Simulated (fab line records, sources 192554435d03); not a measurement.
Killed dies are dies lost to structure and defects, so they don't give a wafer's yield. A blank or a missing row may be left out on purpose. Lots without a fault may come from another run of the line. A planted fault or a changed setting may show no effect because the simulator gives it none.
fab line records | flow n5_finfet
record lots=7 wafers=21
route steps=1938 shown BEOL_M2@890 BEOL_M4@1053 BEOL_M5@1141 BEOL_M6@1224
start_h: hours from the record's first day to the start of the lot's first wafer shown | wait_h: hours since the lot's step before | " the same as in the row above | L1.1+2: a row that stands for several wafers | - no value, or no start given | * or withheld: withheld | < > ~ a bound
route shown NAME@n: a module of which the file shows steps, and the number in the route of the first | usual: mean/standard deviation of fault-free wafers | same: alike in all rows | chamber/n: place in a boat | sites: the reading at each site | _std_site: their standard deviation | _edge_site: outer sites' mean less inner sites' | radius_mm: how far each site lies from the wafer's centre | mask NAME#n: copy n | behind: the tool/chamber that last shaped the wafer | hold: why the lot was held/for how many hours/how that ended | device: the transistor (n, p or np) that didn't switch | end of line: the same wafers' tests at the end of the route | a step without rows: its recipe alone | killed: dies lost to structure and defects at the first sort, not the wafer's yield | map: a wafer's dies, x killed, . not, _ none there
set.NAME: the setting as run; set.NAME@STEP: as run at that earlier step | model.NAME: the simulator's own value behind a step, which no gauge read
lots whose settings were changed on purpose; a table a step, a row a wafer
## steps
# step N5_BEOL_M2_TRENCH_ETCH_37
# recipe chemistry=C4F6/O2 target_depth_a=555.55 target=SiOC time_s=29.2 ion_energy_ev=250 pressure_mtorr=30 source_w=355 bias_w=185 Ar_flow_sccm=300 C4F6_flow_sccm=10 O2_flow_sccm=10
# columns lot.wafer tool chamber start_h wait_h set.time_s model.etch.depth_nm model.BEOL_M2.feature_depth_nm
L079.2 rie_diel-03 2 - - 27.37 49.93 50
L079.5 " 3 " " 29.2 54.4 54.4
L079.6 " 0 " " 27.37 50.99 51
L080.1 rie_diel-01 3 - - 29.2 55.27 55.2
L080.5 " 3 " " 29.2 55.12 55.2
L080.6 " 0 " " 29.2 56.31 56.4
L083.1 rie_diel-06 0 - - 29.2 55.38 55.4
L083.2 " 3 " " 29.2 54.67 54.6
L083.4 " 2 " " 29.2 56.07 56
L088.2 rie_diel-01 3 - - 31.64 59.48 59.4
L088.3 " 2 " " 31.64 58.45 58.4
L088.5 " 3 " " 29.2 55.12 55.2
L092.2 rie_diel-03 1 - - 29.2 54.17 54.2
L092.5 " 1 " " 29.2 54.8 54.8
L092.6 " 2 " " 29.2 52.93 53
L095.1 rie_diel-01 3 - - 29.2 54.71 54.8
L095.3 " 1 " " 29.2 56.07 56
L095.6 " 0 " " 29.2 55.23 55.2
L097.2 rie_diel-06 2 - - 29.2 56.63 56.6
L097.3 " 3 " " 25.5 47.51 47.6
L097.6 " 1 " " 29.2 57.65 57.6
# step N5_BEOL_M2_ETCH_41
# recipe chemistry=CH3F/O2 target=SiCN target_depth_a=299 taper_deg=2 time_s=52.5 ion_energy_ev=120 mask_material=TiN pressure_mtorr=30 source_w=395 bias_w=75 Ar_flow_sccm=150 CH3F_flow_sccm=30 O2_flow_sccm=20
# step N5_BEOL_M2_STRIP_97
# recipe chemistry=N2/H2 time_s=10 power_w=450 temp_c=40 pressure_mtorr=20 rf_frequency_hz=6e+07 bias_power_w=7 n2_flow_sccm=200 h2_flow_sccm=200
# step N5_BEOL_M2_OCD_MEAS_38
# usual trench_depth_nm=55.2/1.1
# columns lot.wafer tool chamber start_h wait_h set.time_s@BEOL_M2_TRENCH_ETCH_37 trench_depth_nm
L079.2 ocd-01 - 164.83 - 27.37 49.9
L079.5 " - " " 29.2 54.9
L079.6 " - " " 27.37 50.9
L080.1 ocd-01 - 171.73 - 29.2 55.4
L080.5 " - " " 29.2 55.3
L080.6 " - " " 29.2 56.5
L083.1 ocd-01 - 192.83 - 29.2 55.3
L083.2 " - " " 29.2 54.4
L083.4 " - " " 29.2 55.8
L088.2 ocd-02 - 218.16 - 31.64 59.5
L088.3 " - " " 31.64 58.4
L088.5 " - " " 29.2 54.8
L092.2 ocd-02 - 244.30 - 29.2 54.2
L092.5 " - " " 29.2 54.7
L092.6 " - " " 29.2 53.0
L095.1 ocd-02 - 278.36 - 29.2 54.8
L095.3 " - " " 29.2 55.5
L095.6 " - " " 29.2 55.6
L097.2 ocd-02 - 293.48 - 29.2 57.4
L097.3 " - " " 25.5 47.4
L097.6 " - " " 29.2 58.6
# step N5_BEOL_M4_EXPOSE_25
# recipe mask_id=V3 na=0.33 source_shape=quasar sigma_inner=0.2 sigma_outer=0.8 polarization=unpolarized defocus_nm=5 dose_mj=63
# columns lot.wafer tool chamber start_h wait_h mask set.dose_mj
L079.2+6 euv_scanner-02 0 182.52 - V3#0 66.46
L079.5 " 0 " " V3#0 63
L080.1+5+6 euv_scanner-02 0 189.95 - V3#0 63
L083.1+2 euv_scanner-02 0 211.09 - V3#0 59.69
L083.4 " 0 " " V3#0 63
L088.2 euv_scanner-01 0 243.36 - V3#0 60.3
L088.3+5 " 0 " " V3#0 63
L092.2+5+6 euv_scanner-02 0 275.52 - V3#0 63
L095.1+3 euv_scanner-02 0 299.20 - V3#0 61.02
L095.6 " 0 " " V3#0 63
L097.2+6 euv_scanner-01 0 309.22 - V3#0 63
L097.3 " 0 " " V3#0 64.97
# step N5_BEOL_M4_PEB_26
# recipe peb_temp_c=100 peb_time_s=60 resist=CAR-EUV
# step N5_BEOL_M4_DEVELOP_27
# recipe develop_time_s=30 developer=TMAH resist=CAR-EUV rinse_liquid=surfactant_rinse dry=air_spin dev_temp_c=23
# step N5_BEOL_M4_CD_MEAS_28
# recipe target_cd_nm=26.2 landing_energy_ev=500 detector=se_inlens target_cd_y_nm=24.1 polarity=opening
# usual cd_nm=26.18/0.22
# columns lot.wafer tool chamber start_h wait_h set.dose_mj@BEOL_M4_EXPOSE_25 cd_nm
L079.2 cd_sem-02 0 182.66 - 66.46 27.06
L079.5 " 0 " " 63 26.17
L079.6 " 0 " " 66.46 27.54
L080.1 cd_sem-02 0 190.10 - 63 26.03
L080.5 " 0 " " 63 25.89
L080.6 " 0 " " 63 26.09
L083.1 cd_sem-01 0 211.24 - 59.69 25.38
L083.2 " 0 " " 59.69 25.27
L083.4 " 0 " " 63 26.34
L088.2 cd_sem-01 0 243.50 - 60.3 25.27
L088.3 " 0 " " 63 26.17
L088.5 " 0 " " 63 26.38
L092.2 cd_sem-01 0 275.66 - 63 26.11
L092.5 " 0 " " 63 26.30
L092.6 " 0 " " 63 26.46
L095.1 cd_sem-01 0 299.34 - 61.02 25.85
L095.3 " 0 " " 61.02 25.70
L095.6 " 0 " " 63 26.64
L097.2 cd_sem-01 0 309.35 - 63 26.00
L097.3 " 0 " " 64.97 26.54
L097.6 " 0 " " 63 26.02
# step N5_BEOL_M4_TRENCH_ETCH_37
# recipe chemistry=C4F6/O2 target_depth_a=555.55 target=SiOC time_s=29.2 ion_energy_ev=250 pressure_mtorr=30 source_w=355 bias_w=185 Ar_flow_sccm=300 C4F6_flow_sccm=10 O2_flow_sccm=10
# usual rf_vpp_V=665/13
# columns lot.wafer tool chamber start_h wait_h set.source_w rf_vpp_V
L079.2 rie_diel-06 1 - - 355 648
L079.5 " 0 " " 355 650
L079.6 " 1 " " 355 649
L080.1 rie_diel-01 0 - - 355 666
L080.5 " 0 " " 392.3 631
L080.6 " 1 " " 392.3 633
L083.1 rie_diel-06 0 - - 355 650
L083.2 " 3 " " 371.6 619
L083.4 " 2 " " 371.6 659
L088.2 rie_diel-03 3 - - 405.1 615
L088.3 " 2 " " 355 669
L088.5 " 0 " " 355 667
L092.2 rie_diel-03 0 - - 355 668
L092.5 " 2 " " 355 671
L092.6 " 1 " " 355 685
L095.1 rie_diel-06 1 - - 305.2 701
L095.3 " 0 " " 355 650
L095.6 " 3 " " 355 634
L097.2 rie_diel-01 2 - - 371.1 662
L097.3 " 1 " " 371.1 652
L097.6 " 0 " " 355 666
# step N5_BEOL_M5_COAT_74
# recipe resist=underlayer temp_c=205 time_s=60 spin_rpm=1500 resist_thk_nm=5
# columns lot.wafer tool chamber start_h wait_h set.spin_rpm
L079.2 litho_track-05 0 - - 1645
L079.5+6 " 0 " " 1500
L080.1+6 litho_track-03 0 - - 1606
L080.5 " 0 " " 1500
L083.1+2 litho_track-01 0 - - 1500
L083.4 " 0 " " 1608
L088.2+3+5 litho_track-03 0 - - 1500
L092.2+5+6 litho_track-03 0 - - 1500
L095.1+3+6 litho_track-05 0 - - 1500
L097.2+3+6 litho_track-01 0 - - 1596
# step N5_BEOL_M5_EXPOSE_25
# recipe mask_id=V4 na=0.33 source_shape=quasar sigma_inner=0.2 sigma_outer=0.6 polarization=unpolarized defocus_nm=10 dose_mj=52.75
# columns lot.wafer tool chamber start_h wait_h mask set.dose_mj
L079.2+5+6 euv_scanner-02 0 195.75 - V4#0 52.75
L080.1+5 euv_scanner-02 0 203.70 - V4#0 56.59
L080.6 " 0 " " V4#0 52.75
L083.1+2+4 euv_scanner-01 0 225.18 - V4#0 52.75
L088.2+3+5 euv_scanner-02 0 263.34 - V4#0 52.75
L092.2+5+6 euv_scanner-02 0 287.30 - V4#0 52.75
L095.1+6 euv_scanner-01 0 315.22 - V4#0 52.75
L095.3 " 0 " " V4#0 49.22
L097.2 euv_scanner-02 0 333.52 - V4#0 52.75
L097.3+6 " 0 " " V4#0 56.06
# step N5_BEOL_M5_PEB_26
# recipe peb_temp_c=100 peb_time_s=60 resist=CAR-EUV
# step N5_BEOL_M5_DEVELOP_27
# recipe develop_time_s=30 developer=TMAH resist=CAR-EUV rinse_liquid=surfactant_rinse dry=air_spin dev_temp_c=23
# step N5_BEOL_M5_CD_MEAS_28
# recipe target_cd_nm=30.6 landing_energy_ev=500 detector=se_inlens target_cd_y_nm=20 polarity=opening
# usual cd_nm=30.60/0.25
# columns lot.wafer tool chamber start_h wait_h set.dose_mj@BEOL_M5_EXPOSE_25 cd_nm
L079.2 cd_sem-02 0 195.88 - 52.75 30.42
L079.5 " 0 " " 52.75 30.34
L079.6 " 0 " " 52.75 30.55
L080.1 cd_sem-03 0 203.83 - 56.59 32.48
L080.5 " 0 " " 56.59 32.35
L080.6 " 0 " " 52.75 30.60
L083.1 cd_sem-03 0 225.32 - 52.75 30.92
L083.2 " 0 " " 52.75 30.63
L083.4 " 0 " " 52.75 30.61
L088.2 cd_sem-01 0 263.47 - 52.75 30.60
L088.3 " 0 " " 52.75 30.49
L088.5 " 0 " " 52.75 30.53
L092.2 cd_sem-02 0 287.43 - 52.75 30.59
L092.5 " 0 " " 52.75 30.06
L092.6 " 0 " " 52.75 30.36
L095.1 cd_sem-02 0 315.35 - 52.75 30.21
L095.3 " 0 " " 49.22 29.33
L095.6 " 0 " " 52.75 30.60
L097.2 cd_sem-03 0 333.65 - 52.75 30.65
L097.3 " 0 " " 56.06 31.74
L097.6 " 0 " " 56.06 31.82
# step N5_BEOL_M5_DESCUM_33
# recipe chemistry=O2 time_s=7 source_power_w=50 bias_power_w=20 pressure_mtorr=20 rf_frequency_hz=2.712e+07 temp_c=40 resist=CAR-EUV o2_flow_sccm=225
# step N5_BEOL_M5_ETCH_75
# recipe chemistry=N2/H2 target=underlayer target_depth_a=65 mask_material=CAR-EUV time_s=5.2 ion_energy_ev=200 pressure_mtorr=30 source_w=840 bias_w=150 n2_flow_sccm=200 h2_flow_sccm=200 ends=cleared
# columns lot.wafer tool chamber start_h wait_h set.spin_rpm@BEOL_M5_COAT_74 set.dose_mj@BEOL_M5_EXPOSE_25 model.BEOL_M5.cd_nm model.etch.depth_nm
L079.2 rie_diel-05 2 196.37 0.0 1645 52.75 27.8 4.78
L079.5 " 2 " " 1500 52.75 27.8 5.004
L079.6 " 3 " " 1500 52.75 27.6 5.019
L080.1 rie_diel-05 1 204.24 0.0 1606 56.59 29.6 4.835
L080.5 " 1 " " 1500 56.59 30 5.009
L080.6 " 3 " " 1606 52.75 27.8 4.839
L083.1 rie_diel-04 0 225.48 0.0 1500 52.75 27.6 4.997
L083.2 " 3 " " 1500 52.75 27.8 4.995
L083.4 " 3 " " 1608 52.75 28 4.811
L088.2 rie_diel-04 1 263.63 0.0 1500 52.75 28 5.006
L088.3 " 2 " " 1500 52.75 27.6 5
L088.5 " 2 " " 1500 52.75 27.6 4.996
L092.2 rie_diel-02 2 287.62 0.0 1500 52.75 27.6 5.039
L092.5 " 3 " " 1500 52.75 27.4 5.032
L092.6 " 2 " " 1500 52.75 28.2 5.008
L095.1 rie_diel-05 2 315.54 0.0 1500 52.75 28.4 4.985
L095.3 " 0 " " 1500 49.22 26 4.978
L095.6 " 2 " " 1500 52.75 28 4.989
L097.2 rie_diel-02 0 333.81 0.0 1596 52.75 27.6 4.824
L097.3 " 2 " " 1596 56.06 29.4 4.841
L097.6 " 3 " " 1596 56.06 29.4 4.852
# step N5_BEOL_M5_ETCH_67
# recipe chemistry=CF4 target=SiARC target_depth_a=156 mask_material=CAR-EUV time_s=26 ion_energy_ev=80 pressure_mtorr=40 source_w=545 bias_w=36 Ar_flow_sccm=100 cf4_flow_sccm=100 ends=cleared
# columns lot.wafer tool chamber start_h wait_h set.dose_mj@BEOL_M5_EXPOSE_25 model.BEOL_M5.cd_nm
L079.2 rie_diel-05 2 196.38 0.0 52.75 28
L079.5 " 2 " " 52.75 27.8
L079.6 " 3 " " 52.75 27.4
L080.1 rie_diel-05 1 204.25 0.0 56.59 29.6
L080.5 " 1 " " 56.59 30
L080.6 " 3 " " 52.75 28
L083.1+2+4 rie_diel-04 0,3,3 225.50 0.0 52.75 27.8
L088.2 rie_diel-04 1 263.64 0.0 52.75 27.8
L088.3+5 " 2 " " 52.75 27.6
L092.2 rie_diel-02 2 287.63 0.0 52.75 27.4
L092.5 " 3 " " 52.75 27.6
L092.6 " 2 " " 52.75 28.2
L095.1 rie_diel-05 2 315.56 0.0 52.75 28.4
L095.3 " 0 " " 49.22 25.8
L095.6 " 2 " " 52.75 28
L097.2 rie_diel-02 0 333.83 0.0 52.75 27.6
L097.3 " 2 " " 56.06 29.2
L097.6 " 3 " " 56.06 29.4
# step N5_BEOL_M5_ETCH_68
# recipe chemistry=N2/H2 target=SOC target_depth_a=800 overetch_a=160 mask_material=SiARC temp_c=40 time_s=120 ion_energy_ev=200 pressure_mtorr=30 source_w=840 bias_w=150 n2_flow_sccm=200 h2_flow_sccm=200
# columns lot.wafer tool chamber start_h wait_h set.dose_mj@BEOL_M5_EXPOSE_25 model.BEOL_M5.cd_nm
L079.2 rie_diel-05 2 196.41 0.0 52.75 28
L079.5+6 " 2,3 " " 52.75 27.8
L080.1 rie_diel-05 1 204.28 0.0 56.59 29.6
L080.5 " 1 " " 56.59 30
L080.6 " 3 " " 52.75 28.2
L083.1 rie_diel-04 0 225.52 0.0 52.75 27.8
L083.2+4 " 3 " " 52.75 27.6
L088.2 rie_diel-04 1 263.67 0.0 52.75 27.4
L088.3 " 2 " " 52.75 27.8
L088.5 " 2 " " 52.75 27.6
L092.2+5 rie_diel-02 2,3 287.66 0.0 52.75 27.6
L092.6 " 2 " " 52.75 28.2
L095.1 rie_diel-05 2 315.59 0.0 52.75 28.4
L095.3 " 0 " " 49.22 26
L095.6 " 2 " " 52.75 28.2
L097.2 rie_diel-02 0 333.86 0.0 52.75 27.6
L097.3 " 2 " " 56.06 29.2
L097.6 " 3 " " 56.06 29.6
# step N5_BEOL_M6_EXPOSE_25
# recipe mask_id=V5 na=0.33 source_shape=annular sigma_inner=0.4 sigma_outer=0.8 polarization=unpolarized target_cd_nm=40 dose_mj=45
# columns lot.wafer tool chamber start_h wait_h mask set.dose_mj
L079.2+5+6 euv_scanner-02 0 208.94 - V5#0 45
L080.1 euv_scanner-02 0 215.68 - V5#0 45
L080.5+6 " 0 " " V5#0 47.78
L083.1+2+4 euv_scanner-01 0 239.96 - V5#0 45
L088.2 euv_scanner-01 0 276.40 - V5#0 47.84
L088.3+5 " 0 " " V5#0 45
L092.2+5+6 euv_scanner-01 0 298.09 - V5#0 45
L095.1+3+6 euv_scanner-01 0 327.61 - V5#0 45
L097.2+3 euv_scanner-01 0 348.25 - V5#0 45
L097.6 " 0 " " V5#0 47.02
# step N5_BEOL_M6_PEB_26
# recipe peb_temp_c=100 peb_time_s=60 resist=CAR-EUV
# step N5_BEOL_M6_DEVELOP_27
# recipe develop_time_s=30 developer=TMAH resist=CAR-EUV rinse_liquid=surfactant_rinse dry=air_spin dev_temp_c=23
# step N5_BEOL_M6_CD_MEAS_28
# recipe target_cd_nm=40 landing_energy_ev=500 detector=se_inlens
# usual cd_nm=39.97/0.24
# columns lot.wafer tool chamber start_h wait_h set.dose_mj@BEOL_M6_EXPOSE_25 cd_nm
L079.2 cd_sem-02 0 209.07 - 45 39.96
L079.5 " 0 " " 45 40.00
L079.6 " 0 " " 45 40.08
L080.1 cd_sem-02 0 215.81 - 45 39.43
L080.5 " 0 " " 47.78 41.52
L080.6 " 0 " " 47.78 41.22
L083.1 cd_sem-03 0 240.10 - 45 39.84
L083.2 " 0 " " 45 40.38
L083.4 " 0 " " 45 40.06
L088.2 cd_sem-01 0 276.53 - 47.84 41.46
L088.3 " 0 " " 45 40.34
L088.5 " 0 " " 45 39.86
L092.2 cd_sem-01 0 298.22 - 45 39.69
L092.5 " 0 " " 45 39.99
L092.6 " 0 " " 45 40.00
L095.1 cd_sem-02 0 327.74 - 45 39.88
L095.3 " 0 " " 45 40.16
L095.6 " 0 " " 45 40.10
L097.2 cd_sem-03 0 348.38 - 45 40.15
L097.3 " 0 " " 45 39.96
L097.6 " 0 " " 47.02 40.99
# step N5_BEOL_M6_DESCUM_33
# recipe chemistry=O2 time_s=7 source_power_w=50 bias_power_w=20 pressure_mtorr=20 rf_frequency_hz=2.712e+07 temp_c=40 resist=CAR-EUV o2_flow_sccm=225
# columns lot.wafer tool chamber start_h wait_h set.dose_mj@BEOL_M6_EXPOSE_25 model.BEOL_M6.cd_nm
L079.2+6 rie_diel-03 0 209.20 0.0 45 40
L079.5 " 3 " " 45 39.8
L080.1 rie_diel-03 3 216.22 0.3 45 40
L080.5 " 2 " " 47.78 41.6
L080.6 " 3 " " 47.78 41.2
L083.1 rie_diel-03 2 241.03 0.8 45 39.8
L083.2 " 3 " " 45 40
L083.4 " 0 " " 45 40.2
L088.2 rie_diel-01 2 277.04 0.4 47.84 41.6
L088.3+5 " 1,0 " " 45 40
L092.2+6 rie_diel-01 1 298.35 0.0 45 40
L092.5 " 0 " " 45 39.8
L095.1 rie_diel-03 0 328.08 0.2 45 39.8
L095.3+6 " 1,3 " " 45 39.6
L097.2+3 rie_diel-03 2,0 348.50 0.0 45 40
L097.6 " 1 " " 47.02 40.8
# step N5_BEOL_M6_ETCH_72
# recipe chemistry=N2/H2 target=underlayer target_depth_a=65 mask_material=CAR-EUV time_s=5.2 ion_energy_ev=200 pressure_mtorr=30 source_w=840 bias_w=150 n2_flow_sccm=200 h2_flow_sccm=200 ends=cleared
# columns lot.wafer tool chamber start_h wait_h set.dose_mj@BEOL_M6_EXPOSE_25 model.BEOL_M6.cd_nm
L079.2+6 rie_diel-03 0 209.24 0.0 45 40
L079.5 " 3 " " 45 39.8
L080.1 rie_diel-03 3 216.25 0.0 45 40
L080.5 " 2 " " 47.78 41.6
L080.6 " 3 " " 47.78 41.4
L083.1 rie_diel-03 2 241.06 0.0 45 39.8
L083.2 " 3 " " 45 40
L083.4 " 0 " " 45 40.2
L088.2 rie_diel-01 2 277.08 0.0 47.84 41.6
L088.3 " 1 " " 45 40
L088.5 " 0 " " 45 39.8
L092.2+6 rie_diel-01 1 298.38 0.0 45 40
L092.5 " 0 " " 45 39.8
L095.1 rie_diel-03 0 328.11 0.0 45 39.8
L095.3+6 " 1,3 " " 45 39.6
L097.2+3 rie_diel-03 2,0 348.53 0.0 45 40
L097.6 " 1 " " 47.02 40.8
# step N5_BEOL_M6_ETCH_65
# recipe chemistry=CF4 target=SiARC target_depth_a=156 mask_material=CAR-EUV time_s=26 ion_energy_ev=80 pressure_mtorr=40 source_w=545 bias_w=36 Ar_flow_sccm=100 cf4_flow_sccm=100 ends=cleared
# columns lot.wafer tool chamber start_h wait_h set.dose_mj@BEOL_M6_EXPOSE_25 model.BEOL_M6.cd_nm
L079.2+6 rie_diel-03 0 209.25 0.0 45 40
L079.5 " 3 " " 45 39.8
L080.1 rie_diel-03 3 216.27 0.0 45 40
L080.5 " 2 " " 47.78 41.4
L080.6 " 3 " " 47.78 41.2
L083.1 rie_diel-03 2 241.08 0.0 45 39.6
L083.2 " 3 " " 45 40
L083.4 " 0 " " 45 40.2
L088.2 rie_diel-01 2 277.09 0.0 47.84 41.4
L088.3 " 1 " " 45 40
L088.5 " 0 " " 45 39.8
L092.2+5+6 rie_diel-01 1,0,1 298.40 0.0 45 40
L095.1 rie_diel-03 0 328.13 0.0 45 39.8
L095.3+6 " 1,3 " " 45 39.6
L097.2+3 rie_diel-03 2,0 348.55 0.0 45 40
L097.6 " 1 " " 47.02 40.8
## key
split step=N5_BEOL_M2_TRENCH_ETCH_37 setting=time_s stated=29.2 by=wafer
response step=N5_BEOL_M2_TRENCH_ETCH_37 reading=model.etch.depth_nm change=+0.663 per=1% r=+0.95
response step=N5_BEOL_M2_TRENCH_ETCH_37 reading=model.BEOL_M2.feature_depth_nm change=+0.652 per=1% r=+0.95
response step=N5_BEOL_M2_OCD_MEAS_38 reading=trench_depth_nm change=+0.734 per=1% r=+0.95
split step=N5_BEOL_M4_EXPOSE_25 setting=dose_mj stated=63 by=wafer
response step=N5_BEOL_M4_CD_MEAS_28 reading=cd_nm change=+0.212 per=1% r=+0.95
split step=N5_BEOL_M4_TRENCH_ETCH_37 setting=source_w stated=355 by=wafer
response step=N5_BEOL_M4_TRENCH_ETCH_37 reading=rf_vpp_V change=-3.68 per=1% r=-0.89
split step=N5_BEOL_M5_COAT_74 setting=spin_rpm stated=1500 by=wafer
response step=N5_BEOL_M5_ETCH_75 reading=model.etch.depth_nm change=-0.0245 per=1% r=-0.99
split step=N5_BEOL_M5_EXPOSE_25 setting=dose_mj stated=52.75 by=wafer
response step=N5_BEOL_M5_CD_MEAS_28 reading=cd_nm change=+0.201 per=1% r=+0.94
response step=N5_BEOL_M5_ETCH_75 reading=model.BEOL_M5.cd_nm change=+0.296 per=1% r=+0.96
response step=N5_BEOL_M5_ETCH_67 reading=model.BEOL_M5.cd_nm change=+0.29 per=1% r=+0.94
response step=N5_BEOL_M5_ETCH_68 reading=model.BEOL_M5.cd_nm change=+0.28 per=1% r=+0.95
split step=N5_BEOL_M6_EXPOSE_25 setting=dose_mj stated=45 by=wafer
response step=N5_BEOL_M6_CD_MEAS_28 reading=cd_nm change=+0.252 per=1% r=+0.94
response step=N5_BEOL_M6_DESCUM_33 reading=model.BEOL_M6.cd_nm change=+0.228 per=1% r=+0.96
response step=N5_BEOL_M6_ETCH_72 reading=model.BEOL_M6.cd_nm change=+0.24 per=1% r=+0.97
response step=N5_BEOL_M6_ETCH_65 reading=model.BEOL_M6.cd_nm change=+0.215 per=1% r=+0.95
